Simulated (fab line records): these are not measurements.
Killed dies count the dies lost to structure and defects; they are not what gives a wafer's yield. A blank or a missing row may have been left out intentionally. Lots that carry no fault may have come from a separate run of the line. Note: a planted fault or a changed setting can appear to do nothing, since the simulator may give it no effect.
Which tool did it?	flow n5 finfet	66 wafers from 22 lots sampled at 6 of the route's 1938 steps

## WHAT THE GAUGES SHOWED, per wafer
No reading from a measuring or inspecting step in the record can be judged against a usual standard deviation.

## WHAT TOOL EACH LOT RAN ON (gives the tool, then ch and the chambers of the sampled wafers, and finally the start)
lot	N5_BEOL_M0_SAQP_ETCH_107	N5_BEOL_M0_SAQP_ALD_48	N5_BEOL_M0_CUTY_ETCH_63	N5_BEOL_M0_HM_OPEN_105	N5_BEOL_M0_SPUTTER_132	N5_BEOL_M0_ANNEAL_135
L074	rie diel-02 ch 0,1,2, day 5 18:24	ald sin-01 ch 0,2,3, day 5 21:08	rie diel-01 ch 0,1, day 5 22:29	rie metal-01 ch 0,1, day 5 23:26	pvd sputter-03, day 6 02:48	pvd sputter-03, day 6 03:00
L075	rie diel-04 ch 2,3, day 5 22:10	ald sin-03 ch 0,1,3, day 6 00:26	rie diel-01 ch 0,1, day 6 01:38	rie metal-02 ch 0,1, day 6 02:40	pvd sputter-02, day 6 05:39	pvd sputter-02, day 6 05:51
L076	rie diel-04 ch 0,3, day 6 06:37	ald sin-01 ch 0,2,3, day 6 08:52	rie diel-01 ch 0,1, day 6 10:23	rie metal-01 ch 0,1, day 6 10:43	pvd sputter-01, day 6 13:02	pvd sputter-01, day 6 13:14
L077	rie diel-06 ch 0,2, day 6 09:51	ald sin-03 ch 2,3, day 6 11:50	rie diel-01 ch 1,3, day 6 12:55	rie metal-01 ch 0,1, day 6 13:22	pvd sputter-02, day 6 16:02	pvd sputter-02, day 6 16:14
L078	rie diel-02 ch 0,1,2, day 6 16:47	ald sin-01 ch 2,3, day 6 19:50	rie diel-01 ch 0,1, day 6 21:01	rie metal-02 ch 0,1, day 7 01:25	pvd sputter-02, day 7 03:17	pvd sputter-02, day 7 03:29
L079	rie diel-02 ch 0,2,3, day 6 22:05	ald sin-03 ch 2,3, day 7 00:55	rie diel-05 ch 0,2, day 7 02:13	rie metal-01 ch 0,1, day 7 05:40	pvd sputter-02, day 7 09:27	pvd sputter-02, day 7 09:39
L081	rie diel-06 ch 0,3, day 7 15:48	ald sin-04 ch 2,3, day 7 18:32	rie diel-03 ch 0,2, day 7 19:40	rie metal-02 ch 1, day 7 20:53	pvd sputter-01, day 7 23:19	pvd sputter-01, day 7 23:31
L082	rie diel-06 ch 1,3, day 7 21:25	ald sin-03 ch 0,1,2, day 7 23:19	rie diel-01 ch 1,3, day 8 00:30	rie metal-01 ch 0,1, day 8 03:37	pvd sputter-02, day 8 06:52	pvd sputter-02, day 8 07:04
L083	rie diel-04 ch 0,1,3, day 8 01:33	ald sin-04 ch 0,1,3, day 8 03:37	rie diel-01 ch 2,3, day 8 04:52	rie metal-03 ch 0,1, day 8 11:06	pvd sputter-03, day 8 14:34	pvd sputter-03, day 8 14:46
L084	rie diel-06 ch 1,2, day 8 09:38	ald sin-01 ch 1,2, day 8 11:45	rie diel-03 ch 1,2,3, day 8 12:56	rie metal-03 ch 0,1, day 8 14:04	pvd sputter-01, day 8 16:36	pvd sputter-01, day 8 16:48
L085	rie diel-06 ch 1,2,3, day 8 18:23	ald sin-04 ch 0,1,3, day 8 22:45	rie diel-03 ch 1,2,3, day 8 23:56	rie metal-02 ch 0,1, day 9 04:22	pvd sputter-01, day 9 07:52	pvd sputter-01, day 9 08:04
L086	rie diel-02 ch 0,3, day 9 00:17	ald sin-01 ch 2,3, day 9 03:33	rie diel-01 ch 0,1,3, day 9 04:50	rie metal-02 ch 0,1, day 9 08:16	pvd sputter-01, day 9 10:41	pvd sputter-01, day 9 10:53
L087	rie diel-06 ch 1,2,3, day 9 06:01	ald sin-03 ch 0,1,3, day 9 08:03	rie diel-03 ch 0,2, day 9 09:39	rie metal-03 ch 0,1, day 9 09:55	pvd sputter-03, day 9 12:49	pvd sputter-03, day 9 13:01
L088	rie diel-02 ch 1,2,3, day 9 08:26	ald sin-01 ch 2,3, day 9 10:21	rie diel-03 ch 1,2, day 9 11:32	rie metal-01 ch 0,1, day 9 13:34	pvd sputter-03, day 9 15:13	pvd sputter-03, day 9 15:25
L089	rie diel-06 ch 1,2,3, day 9 12:05	ald sin-01 ch 0,1,2, day 9 14:11	rie diel-03 ch 0,2,3, day 9 15:22	rie metal-02 ch 0,1, day 9 16:41	pvd sputter-03, day 9 18:22	pvd sputter-03, day 9 18:34
L090	rie diel-02 ch 0,1,2, day 9 14:49	ald sin-01 ch 1,2, day 9 16:40	rie diel-01 ch 0,2, day 9 17:51	rie metal-03 ch 0,1, day 9 19:31	pvd sputter-02, day 9 21:26	pvd sputter-02, day 9 21:38
L092	rie diel-02 ch 0,1,2, day 9 23:38	ald sin-03 ch 0,2,3, day 10 01:37	rie diel-05 ch 0,2,3, day 10 02:41	rie metal-01 ch 0,1, day 10 03:34	pvd sputter-01, day 10 06:45	pvd sputter-01, day 10 06:57
L091	rie diel-04 ch 1,2,3, day 10 04:08	ald sin-03 ch 0,1,3, day 10 06:01	rie diel-05 ch 0,2,3, day 10 07:05	rie metal-03 ch 0,1, day 10 09:29	pvd sputter-01, day 10 12:23	pvd sputter-01, day 10 12:35
L094	rie diel-04 ch 0,1,3, day 10 15:26	ald sin-04 ch 0,1,2, day 10 17:41	rie diel-01 ch 0,2, day 10 18:52	rie metal-03 ch 0,1, day 10 21:17	pvd sputter-01, day 10 23:16	pvd sputter-01, day 10 23:28
L095	rie diel-06 ch 2,3, day 10 21:29	ald sin-03 ch 0,1,2, day 10 23:34	rie diel-03 ch 1,2, day 11 00:46	rie metal-02 ch 0,1, day 11 01:17	pvd sputter-03, day 11 03:50	pvd sputter-03, day 11 04:02
L096	rie diel-04 ch 0,1,3, day 11 06:58	ald sin-04 ch 1,2,3, day 11 08:43	rie diel-03 ch 2,3, day 11 09:54	rie metal-03 ch 0,1, day 11 11:10	pvd sputter-03, day 11 15:02	pvd sputter-03, day 11 15:14
L097	rie diel-04 ch 1,2, day 11 10:32	ald sin-04 ch 2,3, day 11 12:16	rie diel-05 ch 0,1,3, day 11 13:30	rie metal-02 ch 0,1, day 11 14:25	pvd sputter-01, day 11 18:31	pvd sputter-01, day 11 18:43
- N5_BEOL_M0_SAQP_ETCH_107: etches SiNx in CH3F/O2, target depth 30 nm.
- N5_BEOL_M0_SAQP_ALD_48: deposits SiO2, target thk 20 nm, pulse time 1 s, co reactant pulse time 1 s.
- N5_BEOL_M0_CUTY_ETCH_63: etches SOC in N2/H2, target depth 82.7 nm, overetch 16.5 nm, time 124 s.
- N5_BEOL_M0_HM_OPEN_105: chemistry Cl2/BCl3, target TiN, target depth 12 nm.
- N5_BEOL_M0_SPUTTER_132: material Cu, target thk 4 nm, time 7.37 s.
- N5_BEOL_M0_ANNEAL_135: time 60 s.

## WHAT THE TOOLS THEMSELVES READ (means of the sampled wafers that have a number; where no wafer has one, the mark that the record gives instead)
N5_BEOL_M0_SAQP_ETCH_107. Usual: drypump motor current A 5.83 A, standard deviation 0.26; oes product au 0.76 a.u., standard deviation 0.076; rf fwd power W 390.4 W, standard deviation 1.8; rf vpp V 298.8 V, standard deviation 2.5; showerhead plenum p Torr 2.02 Torr, standard deviation 0.059; throttle valve pct 16.49 %, standard deviation 0.26.
lot	tool	drypump motor current A (A)	oes product au (a.u.)	rf fwd power W (W)	rf vpp V (V)	showerhead plenum p Torr (Torr)	throttle valve pct (%)	flag
L074	rie diel-02	5.76	0.76	390.3	297.5	1.98	16.47	
L075	rie diel-04	5.69	0.87	389.2	298.2	1.97	15.98	
L076	rie diel-04	5.58	0.75	389.1	296.0	2.02	16.60	
L077	rie diel-06	5.82	0.71	392.0	300.4	2.07	16.66	
L078	rie diel-02	5.77	0.77	391.2	297.8	1.97	16.49	
L079	rie diel-02	5.65	0.74	391.5	296.1	2.00	16.44	
L081	rie diel-06	6.04	0.77	391.1	300.3	1.98	16.54	
L082	rie diel-06	6.02	0.74	389.7	302.9	2.02	16.45	
L083	rie diel-04	5.86	0.82	389.0	297.8	2.06	16.54	
L084	rie diel-06	5.83	0.73	389.7	302.0	2.07	16.51	
L085	rie diel-06	5.95	0.74	389.7	301.1	2.02	16.48	
L086	rie diel-02	5.77	0.70	390.5	296.4	2.03	16.59	
L087	rie diel-06	5.97	0.74	390.7	301.8	2.02	16.47	
L088	rie diel-02	5.59	0.72	392.0	296.4	1.98	16.51	
L089	rie diel-06	5.96	0.75	389.9	301.2	2.02	16.49	
L090	rie diel-02	5.76	0.74	391.0	297.2	1.97	16.53	
L092	rie diel-02	5.77	0.74	390.1	297.5	1.97	16.52	
L091	rie diel-04	5.85	0.85	390.2	298.1	2.02	16.25	
L094	rie diel-04	5.84	0.79	390.8	296.8	2.06	16.57	
L095	rie diel-06	5.88	0.75	388.6	300.3	2.02	16.53	
L096	rie diel-04	5.84	0.79	390.7	297.0	2.06	16.59	
L097	rie diel-04	6.11	0.90	391.8	298.9	2.06	16.19	

N5_BEOL_M0_SAQP_ALD_48. Usual: heater power w 78 W, standard deviation 12; precursor pulse height rel 1.000, standard deviation 0.018; susceptor temp C 99.98 C, standard deviation 0.14.
lot	tool	heater power w (W)	precursor pulse height rel	susceptor temp C (C)	flag
L074	ald sin-01	82	1.002	100.11	
L075	ald sin-03	79	1.007	100.02	
L076	ald sin-01	82	0.980	100.03	
L077	ald sin-03	77	1.007	99.88	
L078	ald sin-01	95	1.015	100.04	
L079	ald sin-03	79	1.004	99.99	
L081	ald sin-04	69	1.004	99.90	
L082	ald sin-03	84	1.015	99.99	
L083	ald sin-04	72	0.989	100.12	
L084	ald sin-01	70	1.003	100.06	
L085	ald sin-04	71	0.986	99.93	
L086	ald sin-01	95	0.978	100.03	
L087	ald sin-03	80	1.015	99.85	
L088	ald sin-01	84	1.010	100.07	
L089	ald sin-01	70	1.005	99.94	
L090	ald sin-01	70	0.996	99.98	
L092	ald sin-03	81	1.004	99.94	
L091	ald sin-03	80	1.010	100.04	
L094	ald sin-04	74	1.007	99.99	
L095	ald sin-03	83	0.998	100.03	
L096	ald sin-04	73	1.000	99.87	
L097	ald sin-04	71	0.992	100.06	

N5_BEOL_M0_CUTY_ETCH_63. Usual: drypump motor current A 5.9 A, standard deviation 0.49; oes product au 0.64 a.u., standard deviation 0.06; rf fwd power W 837.3 W, standard deviation 2.7; rf vpp V 524.5 V, standard deviation 2.9; showerhead plenum p Torr 2.57 Torr, standard deviation 0.1; throttle valve pct 17.69 %, standard deviation 0.26.
lot	tool	drypump motor current A (A)	oes product au (a.u.)	rf fwd power W (W)	rf vpp V (V)	showerhead plenum p Torr (Torr)	throttle valve pct (%)	flag
L074	rie diel-01	5.9	0.60	836.2	522.4	2.49	17.63	
L075	rie diel-01	5.9	0.60	840.4	523.4	2.49	17.62	
L076	rie diel-01	5.9	0.60	837.8	522.3	2.49	17.62	
L077	rie diel-01	5.4	0.66	839.4	526.6	2.61	17.61	
L078	rie diel-01	5.9	0.59	835.4	522.7	2.49	17.64	
L079	rie diel-05	5.9	0.59	838.9	524.3	2.56	17.96	
L081	rie diel-03	6.4	0.69	837.5	524.3	2.53	17.79	
L082	rie diel-01	5.8	0.62	835.7	522.8	2.51	17.65	
L083	rie diel-01	5.3	0.67	835.8	528.3	2.69	17.59	
L084	rie diel-03	6.2	0.63	838.0	524.7	2.57	17.71	
L085	rie diel-03	6.2	0.62	839.4	525.1	2.57	17.73	
L086	rie diel-01	5.6	0.68	835.9	524.5	2.57	17.49	
L087	rie diel-03	6.4	0.68	840.1	523.1	2.53	17.80	
L088	rie diel-03	6.3	0.60	838.0	526.6	2.63	17.94	
L089	rie diel-03	6.4	0.65	836.5	522.7	2.51	17.81	
L090	rie diel-01	5.4	0.70	838.4	527.5	2.65	17.46	
L092	rie diel-05	5.6	0.58	836.4	523.7	2.55	18.00	
L091	rie diel-05	5.6	0.58	839.3	523.9	2.55	18.01	
L094	rie diel-01	5.4	0.69	836.1	527.2	2.65	17.48	
L095	rie diel-03	6.0	0.62	835.4	527.1	2.64	17.66	
L096	rie diel-03	6.5	0.59	835.2	523.5	2.55	18.06	
L097	rie diel-05	5.6	0.64	835.9	523.1	2.54	17.88	

N5_BEOL_M0_HM_OPEN_105. Usual: drypump motor current A 5.8 A, standard deviation 0.42; mfc cl2 sccm 53.25 sccm, standard deviation 0.16; oes product au 0.79 a.u., standard deviation 0.079; rf fwd power W 996 W, standard deviation 3.4; throttle valve pct 21.81 %, standard deviation 0.1.
lot	tool	drypump motor current A (A)	mfc cl2 sccm (sccm)	oes product au (a.u.)	rf fwd power W (W)	throttle valve pct (%)	flag
L074	rie metal-01	6.3	53.25	0.81	999	21.81	
L075	rie metal-02	5.6	53.16	0.80	996	21.86	
L076	rie metal-01	6.1	53.18	0.78	999	21.76	
L077	rie metal-01	6.1	53.20	0.79	992	21.77	
L078	rie metal-02	5.8	53.18	0.85	998	21.76	
L079	rie metal-01	6.3	53.23	0.81	995	21.81	
L081	rie metal-02	5.5	53.25	0.72	996	21.96	
L082	rie metal-01	6.1	53.34	0.77	997	21.77	
L083	rie metal-03	5.5	53.17	0.76	997	21.83	
L084	rie metal-03	5.4	53.38	0.82	997	21.82	
L085	rie metal-02	5.8	53.36	0.83	994	21.75	
L086	rie metal-02	5.7	53.35	0.78	995	21.86	
L087	rie metal-03	5.5	53.02	0.75	998	21.84	
L088	rie metal-01	6.3	53.31	0.80	997	21.82	
L089	rie metal-02	5.8	53.18	0.82	991	21.77	
L090	rie metal-03	5.5	53.37	0.76	997	21.83	
L092	rie metal-01	6.1	53.35	0.76	998	21.78	
L091	rie metal-03	5.4	53.24	0.80	996	21.83	
L094	rie metal-03	5.4	53.22	0.80	999	21.84	
L095	rie metal-02	5.8	53.21	0.82	993	21.77	
L096	rie metal-03	5.5	53.36	0.75	998	21.83	
L097	rie metal-02	5.8	53.26	0.81	996	21.77	

N5_BEOL_M0_SPUTTER_132. Usual: susceptor temp C -19.99 C, standard deviation 0.1; throttle valve pct 30.5 %, standard deviation 0.76.
lot	tool	susceptor temp C (C)	throttle valve pct (%)	flag
L074	pvd sputter-03	-20.03	31.4	
L075	pvd sputter-02	-20.08	29.4	
L076	pvd sputter-01	-20.02	30.1	
L077	pvd sputter-02	-20.02	29.2	
L078	pvd sputter-02	-19.98	30.1	
L079	pvd sputter-02	-19.94	30.4	
L081	pvd sputter-01	-20.01	30.4	
L082	pvd sputter-02	-20.04	30.7	
L083	pvd sputter-03	-19.90	31.0	
L084	pvd sputter-01	-19.98	30.0	
L085	pvd sputter-01	-19.89	30.2	
L086	pvd sputter-01	-19.99	30.5	
L087	pvd sputter-03	-20.07	31.3	
L088	pvd sputter-03	-19.98	31.4	
L089	pvd sputter-03	-20.02	31.3	
L090	pvd sputter-02	-19.99	30.6	
L092	pvd sputter-01	-20.09	30.3	
L091	pvd sputter-01	-20.12	30.0	
L094	pvd sputter-01	-20.00	30.4	
L095	pvd sputter-03	-19.98	30.9	
L096	pvd sputter-03	-19.99	30.8	
L097	pvd sputter-01	-19.85	30.4	

N5_BEOL_M0_ANNEAL_135. Usual: heater power w 855 W, standard deviation 93; susceptor temp C 399.97 C, standard deviation 0.21.
lot	tool	heater power w (W)	susceptor temp C (C)	flag
L074	pvd sputter-03	953	399.86	
L075	pvd sputter-02	830	400.07	
L076	pvd sputter-01	837	399.89	
L077	pvd sputter-02	874	400.04	
L078	pvd sputter-02	884	399.85	
L079	pvd sputter-02	860	399.95	
L081	pvd sputter-01	829	399.93	
L082	pvd sputter-02	883	399.76	
L083	pvd sputter-03	899	400.03	
L084	pvd sputter-01	835	399.94	
L085	pvd sputter-01	778	399.86	
L086	pvd sputter-01	766	400.04	
L087	pvd sputter-03	810	400.03	
L088	pvd sputter-03	958	399.89	
L089	pvd sputter-03	947	400.14	
L090	pvd sputter-02	843	400.00	
L092	pvd sputter-01	784	400.09	
L091	pvd sputter-01	776	400.18	
L094	pvd sputter-01	852	399.85	
L095	pvd sputter-03	902	399.69	
L096	pvd sputter-03	927	400.12	
L097	pvd sputter-01	875	400.00	

## THE ANSWER, worked out from the rows above alone
Rule: take the mean of a lot's wafers that have a number; if it is more than 3 standard deviations from the usual mean, the lot is off. Also off: a lot with no number at a reading for which 4 or more lots have one. Where the step has rows for the other lots, those lots are counted as sound. After the gauges, taken in route order, come the tools' own readings; for these a lot's mean is taken, as printed above. The first step at which some lot is off is used, and at that step the reading that is off furthest; a lot without a number counts as furthest.
No lot is off at any reading shown: from this, nothing can be told.

## WHAT THE SIMULATOR HAD INSERTED
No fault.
